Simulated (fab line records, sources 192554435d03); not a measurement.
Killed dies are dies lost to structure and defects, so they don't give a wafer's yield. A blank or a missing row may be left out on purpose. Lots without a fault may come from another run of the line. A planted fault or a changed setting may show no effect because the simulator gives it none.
Split-lot experiment | flow n5_finfet | 7 lots, 21 wafers read, on a route of 1938 steps

THE SPLIT
At N5_BEOL_M5_COAT_66 (time 60 s, resist thk 12 nm), the setting spin_rpm was moved away from the recipe's 1500 rpm on 5 of the 21 wafers read, by -4.5% to +11.3%. The other wafers ran this setting at the recipe's value.

The reading is taken at the split's own step.

THE READING
SiARC_of_BEOL_M5_COAT_66.thk_nm (the simulator's own value, which no gauge read), in nm, at N5_BEOL_M5_COAT_66 (time 60 s, resist thk 12 nm). The file gives no usual value for it.

wafer  | tool, chamber at the split | spin_rpm as run, rpm | against the recipe | SiARC_of_BEOL_M5_COAT_66.thk_nm, nm | against lot-mates on the recipe
L077.3 | litho_track-02, 0          | 1500                 | recipe             | 12                                  | -
L077.4 | litho_track-02, 0          | 1500                 | recipe             | 12                                  | -
L077.6 | litho_track-02, 0          | 1500                 | recipe             | 12                                  | -
L074.1 | litho_track-04, 0          | 1500                 | recipe             | 12                                  | -
L074.3 | litho_track-04, 0          | 1500                 | recipe             | 12                                  | -
L074.5 | litho_track-04, 0          | 1500                 | recipe             | 12                                  | -
L081.4 | litho_track-04, 0          | 1500                 | recipe             | 12                                  | -
L081.5 | litho_track-04, 0          | 1500                 | recipe             | 12                                  | -
L081.6 | litho_track-04, 0          | 1433                 | -4.5%              | 12.2                                | +0.2
L083.2 | litho_track-03, 0          | 1500                 | recipe             | 12                                  | -
L083.3 | litho_track-03, 0          | 1500                 | recipe             | 12                                  | -
L083.6 | litho_track-03, 0          | 1669                 | +11.3%             | 11.4                                | -0.6
L087.1 | litho_track-02, 0          | 1638                 | +9.2%              | 11.4                                | no lot-mate on the recipe
L087.3 | litho_track-02, 0          | 1638                 | +9.2%              | 11.4                                | no lot-mate on the recipe
L087.4 | litho_track-02, 0          | 1638                 | +9.2%              | 11.4                                | no lot-mate on the recipe
L093.2 | litho_track-04, 0          | 1500                 | recipe             | 12                                  | -
L093.4 | litho_track-04, 0          | 1500                 | recipe             | 12                                  | -
L093.6 | litho_track-04, 0          | 1500                 | recipe             | 12                                  | -
L096.3 | litho_track-04, 0          | 1500                 | recipe             | 12                                  | -
L096.4 | litho_track-04, 0          | 1500                 | recipe             | 12                                  | -
L096.6 | litho_track-04, 0          | 1500                 | recipe             | 12                                  | -

THE FIT
A straight line over all 21 wafers: SiARC_of_BEOL_M5_COAT_66.thk_nm changes by -0.0598 nm for each +1% of spin_rpm; r = -0.99; the points scatter about the line by 0.029 nm.
The same after taking each lot's own level away (the mean of its wafers on the recipe; 18 wafers): -0.052 nm for each +1%; r = -1.00; scatter 0.0084 nm.
On that fit, the largest move of spin_rpm shifts the reading by 0.59 nm.
The lots' own levels span 12.00 to 12.00 nm.
So the lot-to-lot level changes the slope: the two fits differ.
Check: with one of the wafers moved furthest among these (+11.3%) left out of the fit, the line predicts -0.504 nm for it against its lot-mates. It came out at -0.6 nm against them.

OTHER SPLITS ON THESE WAFERS
These wafers also went through other splits before the reading. Each is held against what the fit with the lots' levels taken away leaves over:
other split on the same wafers     | wafers away from the commonest value | r with SiARC_of_BEOL_M5_COAT_66.thk_nm (lot level and that fit taken away)
N5_BEOL_M1_ETCH_64 source_w        | 7                                    | +0.49
N5_BEOL_M2_ETCH_64 source_w        | 7                                    | -0.22
N5_BEOL_M2_COAT_22 spin_rpm        | 9                                    | -0.07
N5_BEOL_M2_TRENCH_ETCH_37 time_s   | 7                                    | -0.26
N5_BEOL_M2_SURFACE_TREAT_85 time_s | as run: not given for these wafers   | -
N5_BEOL_M3_SPUTTER_81 time_s       | 10                                   | +0.00

THE FILE'S OWN FIT
SiARC_of_BEOL_M5_COAT_66.thk_nm changes by -0.0521 nm for each +1% of spin_rpm, r = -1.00.
